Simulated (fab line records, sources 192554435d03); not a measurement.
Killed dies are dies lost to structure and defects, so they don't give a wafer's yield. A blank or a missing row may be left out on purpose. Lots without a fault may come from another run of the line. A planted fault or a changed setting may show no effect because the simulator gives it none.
A struck lot beside a sound one | flow n5_finfet | 27 steps out of a route of 1938
Sound: wafers L158.3, L158.4, L158.5. Struck: wafers L155.4, L155.5, L155.6. The cause comes at the end.
At each step with rows: each side's tool, then ch and its chambers, then its first start. Under that, the readings that differ: sound wafers | struck wafers | difference of the means | sigmas: that difference in standard deviations of wafers without a fault.
alike: readings whose means differ by less than 2 such deviations, and words and numbers that are the same on both sides. not compared: withheld readings, readings that some wafer has no value for, bounds like >300 that may hide the same value, and numbers for which the record gives no deviation and whose values overlap.
The two part at a step that has a row with sigmas, a row that says differs or no value, or rows on one side only. Numbers that don't overlap but have no deviation are shown without sigmas and don't part them. A reading that every wafer of one side lacks parts them only if that side has two wafers or more.

first, 8 steps without rows for these wafers: N5_BEOL_M3_CMP_52 (polishes, stops on SiOC, t overpolish 6.8 s, target thk 40 nm); N5_BEOL_M3_PRE_CLEAN_60 (time 15 s); N5_BEOL_M3_CO_CAP_55 (material Co, precursor CCTBA/H2, target thk 2 nm, time 102.1 s); N5_BEOL_M3_PRE_CLEAN_56 (time 15 s); N5_BEOL_M3_DEP_57 (deposits SiCN from 3MS/NH3, target thk 8 nm, time 14 s); N5_BEOL_M4_ILD_DEP_00 (deposits SiOC from DEMS/O2, target thk 79 nm, time 15.3 s); N5_BEOL_M4_PECVD_72 (deposits SiO2 from TEOS/O2, target thk 16 nm, time 18 s); N5_BEOL_M4_HM_DEP_02 (deposits TiN, target thk 20 nm).
N5_BEOL_M4_COAT_61: time 60 s, resist thk 60 nm.
  sound on litho_track-01 ch 0, day 12 19:46; struck on litho_track-03 ch 0, day 12 09:04
  reading                                  | sound                | struck               | difference | sigmas
  spin_speed_rpm (rpm)                     | 1499.0 1501.0 1501.2 | 1196.3 1195.8 1197.1 | -304.0     | -99 or more
  model.SOC_of_BEOL_M4_COAT_61.thk_nm (nm) | 60.4 60.2 60.2       | 67.2 67.2 67.2       | +6.9       |
  alike: exhaust_pa
then, 11 steps without rows for these wafers: N5_BEOL_M4_COAT_62 (time 60 s, resist thk 12 nm); N5_BEOL_M4_COAT_73 (time 60 s, resist thk 5 nm); N5_BEOL_M4_COAT_05 (resist thk 30 nm); N5_BEOL_M4_EBR_07; N5_BEOL_M4_SOFTBAKE_06 (time 60 s); N5_BEOL_M4_EXPOSE_08 (exposes mask M4); N5_BEOL_M4_PEB_09 (peb time 60 s); N5_BEOL_M4_DEVELOP_10 (develop time 30 s); N5_BEOL_M4_DESCUM_16 (chemistry O2, time 7 s); N5_BEOL_M4_ETCH_74 (etches underlayer in N2/H2, target depth 6.5 nm, time 5.2 s); N5_BEOL_M4_ETCH_63 (etches SiARC in CF4, target depth 15.6 nm, time 26 s).
N5_BEOL_M4_ETCH_64: etches SOC in N2/H2, target depth 75 nm, overetch 22.5 nm, time 121.9 s.
  sound on rie_diel-01 ch 1,3, day 12 20:40; struck on rie_diel-01 ch 0,1,2, day 12 09:41
  reading                  | sound            | struck            | difference | sigmas
  model.etch.depth_nm (nm) | 60.35 60.2 60.19 | 67.11 67.25 67.23 | +6.95      |
  alike: bias_w, drypump_motor_current_A, oes_product_au, rf_vpp_V, showerhead_plenum_p_Torr, throttle_valve_pct
  not compared: rf_hours_counter_h
then, 3 steps without rows for these wafers: N5_BEOL_M4_STRIP_65 (strips in N2/H2); N5_BEOL_M4_STRIP_75 (strips in N2/H2); N5_BEOL_M4_STRIP_66 (strips in CF4).
N5_BEOL_M4_HM_OPEN_17: chemistry Cl2/BCl3, target TiN, target depth 20 nm, overetch 6 nm.
  sound on rie_metal-03 ch 0,1, day 12 20:52; struck on rie_metal-03 ch 0,1, day 12 09:53
  reading                                  | sound          | struck         | difference | sigmas
  model.SOC_of_BEOL_M4_COAT_61.thk_nm (nm) | 52.4 52.4 52.2 | 59.2 59.2 59.2 | +6.9       |
  alike: bias_w, drypump_motor_current_A, oes_product_au, throttle_valve_pct
  not compared: rf_hours_counter_h
then, 1 step without rows for these wafers: N5_BEOL_M4_STRIP_19 (strips in O2).
N5_BEOL_M4_RC_MEAS_101:
  sound on prober-01 ch 0, day 13 05:57; struck on prober-01 ch 0, day 12 16:26
  reading        | sound             | struck            | difference | sigmas
  IOFF_P (nA/um) | 0.207 0.211 0.168 | 0.237 0.263 0.254 | +0.056     | +2
  alike: DIBL_N, DIBL_P, IOFF_N, ION_N, ION_P, SS_N, SS_P, VT_N, VT_P

WHERE THEY PART
First at N5_BEOL_M4_COAT_61; last, within this record, at N5_BEOL_M4_RC_MEAS_101.

WHY: what the simulator had put in
Process parameter drift: litho_track-03, from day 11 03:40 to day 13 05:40, at N5_BEOL_M4_COAT_61. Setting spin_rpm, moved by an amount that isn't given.
